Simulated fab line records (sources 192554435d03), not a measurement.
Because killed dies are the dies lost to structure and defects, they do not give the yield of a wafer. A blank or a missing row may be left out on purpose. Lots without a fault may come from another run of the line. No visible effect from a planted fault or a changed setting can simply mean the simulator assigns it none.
The tool behind it: which one? / flow n5 finfet / Sampling: 11 lots, 33 wafers, 5 of 1938 route steps

## WHAT EACH GAUGE READ, for each wafer
N5_MIM_BOT_LITHO_OVL_MEAS_11. Usual: MIM_BOT_OVL typically reads 0 nm, with standard deviation 5.3.
lot=L295; measured=day 12 01:42; on=overlay-02; MIM_BOT_OVL (nm)=0 -2 -2; flag=
lot=L298; measured=day 12 04:48; on=overlay-02; MIM_BOT_OVL (nm)=-10 1 -8; flag=
lot=L301; measured=day 13 05:56; on=overlay-02; MIM_BOT_OVL (nm)=3 4 9; flag=
lot=L304; measured=day 13 16:28; on=overlay-02; MIM_BOT_OVL (nm)=6 1 2; flag=
lot=L303; measured=day 13 16:40; on=overlay-02; MIM_BOT_OVL (nm)=8 3 6; flag=
lot=L308; measured=day 15 01:03; on=overlay-01; MIM_BOT_OVL (nm)=-2 5 -5; flag=
lot=L312; measured=day 15 16:29; on=overlay-01; MIM_BOT_OVL (nm)=-6 -5 2; flag=
lot=L313; measured=day 16 04:59; on=overlay-02; MIM_BOT_OVL (nm)=-2 -4 -6; flag=
lot=L314; measured=day 16 20:57; on=overlay-01; MIM_BOT_OVL (nm)=-2 -6 3; flag=
lot=L317; measured=day 17 11:00; on=overlay-01; MIM_BOT_OVL (nm)=-3 6 0; flag=
lot=L318; measured=day 17 11:26; on=overlay-01; MIM_BOT_OVL (nm)=-4 3 4; flag=

N5_MIM_BOT_LITHO_INSPECT_12: inspects for defects (macro). Usual: raw defect count 2.1, standard deviation 1.4.
lot=L295; measured=day 12 01:43; on=defect inspect-02; raw defect count=0 3 0; flag=
lot=L298; measured=day 12 04:50; on=defect inspect-01; raw defect count=3 3 5; flag=
lot=L301; measured=day 13 05:58; on=defect inspect-02; raw defect count=2 4 4; flag=
lot=L304; measured=day 13 16:30; on=defect inspect-02; raw defect count=1 4 4; flag=
lot=L303; measured=day 13 16:41; on=defect inspect-02; raw defect count=4 2 0; flag=
lot=L308; measured=day 15 01:05; on=defect inspect-02; raw defect count=1 1 1; flag=
lot=L312; measured=day 15 16:31; on=defect inspect-01; raw defect count=0 3 5; flag=
lot=L313; measured=day 16 05:01; on=defect inspect-02; raw defect count=2 2 2; flag=
lot=L314; measured=day 16 20:59; on=defect inspect-01; raw defect count=3 2 1; flag=
lot=L317; measured=day 17 11:02; on=defect inspect-02; raw defect count=2 2 1; flag=
lot=L318; measured=day 17 11:28; on=defect inspect-01; raw defect count=4 4 3; flag=

N5_PASSIVATION_INSPECT_64: inspects for defects (macro). Usual: raw defect count 2.0, standard deviation 1.4.
lot=L295; measured=day 12 06:01; on=defect inspect-01; raw defect count=1 1 1; flag=
lot=L298; measured=day 12 09:43; on=defect inspect-01; raw defect count=0 0 3; flag=
lot=L301; measured=day 13 10:38; on=defect inspect-02; raw defect count=0 1 3; flag=
lot=L304; measured=day 13 21:57; on=defect inspect-02; raw defect count=>300 >300 >300; flag=OFF
lot=L303; measured=day 13 22:07; on=defect inspect-02; raw defect count=2 3 2; flag=
lot=L308; measured=day 15 04:32; on=defect inspect-02; raw defect count=>300 >300 >300; flag=OFF
lot=L312; measured=day 15 21:18; on=defect inspect-02; raw defect count=2 0 2; flag=
lot=L313; measured=day 16 08:29; on=defect inspect-01; raw defect count=2 3 2; flag=
lot=L314; measured=day 17 00:39; on=defect inspect-02; raw defect count=2 3 2; flag=
lot=L317; measured=day 17 14:25; on=defect inspect-01; raw defect count=1 1 2; flag=
lot=L318; measured=day 17 14:35; on=defect inspect-01; raw defect count=3 3 5; flag=

## WHICH TOOL RAN EACH LOT (tool, then ch and the chambers of the sampled wafers, then the start)
lot=L295; N5_PASSIVATION_ETCH_15=rie diel-05 ch 1,2,3, day 12 05:22 or earlier; N5_PASSIVATION_AL_DEP_21=pvd sputter-01, day 12 05:22
lot=L298; N5_PASSIVATION_ETCH_15=rie diel-03 ch 2,3, day 12 09:11 or earlier; N5_PASSIVATION_AL_DEP_21=pvd sputter-01, day 12 09:11
lot=L301; N5_PASSIVATION_ETCH_15=rie diel-03 ch 2,3, day 13 10:07 or earlier; N5_PASSIVATION_AL_DEP_21=pvd sputter-03, day 13 10:07
lot=L304; N5_PASSIVATION_ETCH_15=rie diel-01 ch 1,2,3, day 13 21:18 or earlier; N5_PASSIVATION_AL_DEP_21=pvd sputter-01, day 13 21:18
lot=L303; N5_PASSIVATION_ETCH_15=rie diel-05 ch 0,1,3, day 13 21:25 or earlier; N5_PASSIVATION_AL_DEP_21=pvd sputter-02, day 13 21:25
lot=L308; N5_PASSIVATION_ETCH_15=rie diel-05 ch 0,1, day 15 03:53 or earlier; N5_PASSIVATION_AL_DEP_21=pvd sputter-01, day 15 03:53
lot=L312; N5_PASSIVATION_ETCH_15=rie diel-03 ch 2,3, day 15 20:46 or earlier; N5_PASSIVATION_AL_DEP_21=pvd sputter-03, day 15 20:46
lot=L313; N5_PASSIVATION_ETCH_15=rie diel-05 ch 0,2,3, day 16 07:51 or earlier; N5_PASSIVATION_AL_DEP_21=pvd sputter-03, day 16 07:51
lot=L314; N5_PASSIVATION_ETCH_15=rie diel-03 ch 1,2,3, day 17 00:00 or earlier; N5_PASSIVATION_AL_DEP_21=pvd sputter-02, day 17 00:00
lot=L317; N5_PASSIVATION_ETCH_15=rie diel-05 ch 1,3, day 17 13:46 or earlier; N5_PASSIVATION_AL_DEP_21=pvd sputter-03, day 17 13:46
lot=L318; N5_PASSIVATION_ETCH_15=rie diel-03 ch 0,1,3, day 17 13:51 or earlier; N5_PASSIVATION_AL_DEP_21=pvd sputter-01, day 17 13:51
- N5_PASSIVATION_ETCH_15: etches SiCN in CF4/N2, target depth 75 nm, time 81.2 s.
- N5_PASSIVATION_AL_DEP_21: deposits Al, target thk 2800 nm, time 170 s.

## AS READ BY THE TOOLS THEMSELVES (means over the sampled wafers that have a number; for cases with no such wafer, the mark the record gives instead)
N5_PASSIVATION_ETCH_15. Usual: drypump motor current A 5.6 A, standard deviation 0.62; oes product au 0.78 a.u., standard deviation 0.09; rf fwd power W 427.8 W, standard deviation 1.7; rf vpp V 381.5 V, standard deviation 2.3; showerhead plenum p Torr 2.18 Torr, standard deviation 0.088; throttle valve pct 15.41 %, standard deviation 0.2.
lot=L295; tool=rie diel-05; drypump motor current A (A)=6.3; oes product au (a.u.)=0.78; rf fwd power W (W)=427.9; rf vpp V (V)=379.9; showerhead plenum p Torr (Torr)=2.13; throttle valve pct (%)=15.49; flag=
lot=L298; tool=rie diel-03; drypump motor current A (A)=5.2; oes product au (a.u.)=0.74; rf fwd power W (W)=428.1; rf vpp V (V)=379.1; showerhead plenum p Torr (Torr)=2.12; throttle valve pct (%)=15.37; flag=
lot=L301; tool=rie diel-03; drypump motor current A (A)=5.2; oes product au (a.u.)=0.73; rf fwd power W (W)=428.2; rf vpp V (V)=382.2; showerhead plenum p Torr (Torr)=2.20; throttle valve pct (%)=15.40; flag=
lot=L304; tool=rie diel-01; drypump motor current A (A)=5.7; oes product au (a.u.)=0.82; rf fwd power W (W)=428.1; rf vpp V (V)=383.9; showerhead plenum p Torr (Torr)=2.28; throttle valve pct (%)=15.41; flag=
lot=L303; tool=rie diel-05; drypump motor current A (A)=5.8; oes product au (a.u.)=0.82; rf fwd power W (W)=427.1; rf vpp V (V)=380.6; showerhead plenum p Torr (Torr)=2.14; throttle valve pct (%)=15.41; flag=
lot=L308; tool=rie diel-05; drypump motor current A (A)=5.1; oes product au (a.u.)=0.84; rf fwd power W (W)=427.4; rf vpp V (V)=380.2; showerhead plenum p Torr (Torr)=2.15; throttle valve pct (%)=15.32; flag=
lot=L312; tool=rie diel-03; drypump motor current A (A)=5.2; oes product au (a.u.)=0.72; rf fwd power W (W)=427.6; rf vpp V (V)=380.5; showerhead plenum p Torr (Torr)=2.11; throttle valve pct (%)=15.42; flag=
lot=L313; tool=rie diel-05; drypump motor current A (A)=5.9; oes product au (a.u.)=0.74; rf fwd power W (W)=426.8; rf vpp V (V)=381.2; showerhead plenum p Torr (Torr)=2.11; throttle valve pct (%)=15.55; flag=
lot=L314; tool=rie diel-03; drypump motor current A (A)=5.2; oes product au (a.u.)=0.70; rf fwd power W (W)=427.7; rf vpp V (V)=382.0; showerhead plenum p Torr (Torr)=2.19; throttle valve pct (%)=15.45; flag=
lot=L317; tool=rie diel-05; drypump motor current A (A)=6.5; oes product au (a.u.)=0.76; rf fwd power W (W)=427.1; rf vpp V (V)=379.2; showerhead plenum p Torr (Torr)=2.12; throttle valve pct (%)=15.55; flag=
lot=L318; tool=rie diel-03; drypump motor current A (A)=5.4; oes product au (a.u.)=0.76; rf fwd power W (W)=428.8; rf vpp V (V)=381.2; showerhead plenum p Torr (Torr)=2.17; throttle valve pct (%)=15.32; flag=

N5_PASSIVATION_AL_DEP_21. Usual: throttle valve pct 29.8 %, standard deviation 1.3.
lot=L295; tool=pvd sputter-01; throttle valve pct (%)=30.3; flag=
lot=L298; tool=pvd sputter-01; throttle valve pct (%)=30.2; flag=
lot=L301; tool=pvd sputter-03; throttle valve pct (%)=31.3; flag=
lot=L304; tool=pvd sputter-01; throttle valve pct (%)=29.6; flag=
lot=L303; tool=pvd sputter-02; throttle valve pct (%)=29.1; flag=
lot=L308; tool=pvd sputter-01; throttle valve pct (%)=29.0; flag=
lot=L312; tool=pvd sputter-03; throttle valve pct (%)=29.9; flag=
lot=L313; tool=pvd sputter-03; throttle valve pct (%)=30.2; flag=
lot=L314; tool=pvd sputter-02; throttle valve pct (%)=29.2; flag=
lot=L317; tool=pvd sputter-03; throttle valve pct (%)=29.7; flag=
lot=L318; tool=pvd sputter-01; throttle valve pct (%)=30.3; flag=

## THE ANSWER, worked out from the rows above alone
Rule: lot off if the mean of its wafers having a number is beyond 3 standard deviations from the usual mean. Also off: a lot with no number at a reading for which 4 or more lots have one. Any other lot the step has rows for is counted as sound. Order of review: gauges by route order, followed by the tools' own readings, for which a lot's mean as printed above is used. At the first step where some lot is off, the reading lying furthest off is the one used; lots without a number count as furthest.
Off: L304, L308, at N5_PASSIVATION_INSPECT_64 (raw defect count). Without a number there: L304, L308.
If a tool, at a process step before that reading, ran all the lots that are off and no sound lot after the first of them, it fits. Those tools and the gauges at N5_PASSIVATION_INSPECT_64 are tried in the same way. N5_PASSIVATION_ETCH_15 gives no start for some lots, so the hours and the order of its lots are those of N5_PASSIVATION_AL_DEP_21. No candidate that was tried fits.

## WHAT HAD BEEN PUT IN BY THE SIMULATOR
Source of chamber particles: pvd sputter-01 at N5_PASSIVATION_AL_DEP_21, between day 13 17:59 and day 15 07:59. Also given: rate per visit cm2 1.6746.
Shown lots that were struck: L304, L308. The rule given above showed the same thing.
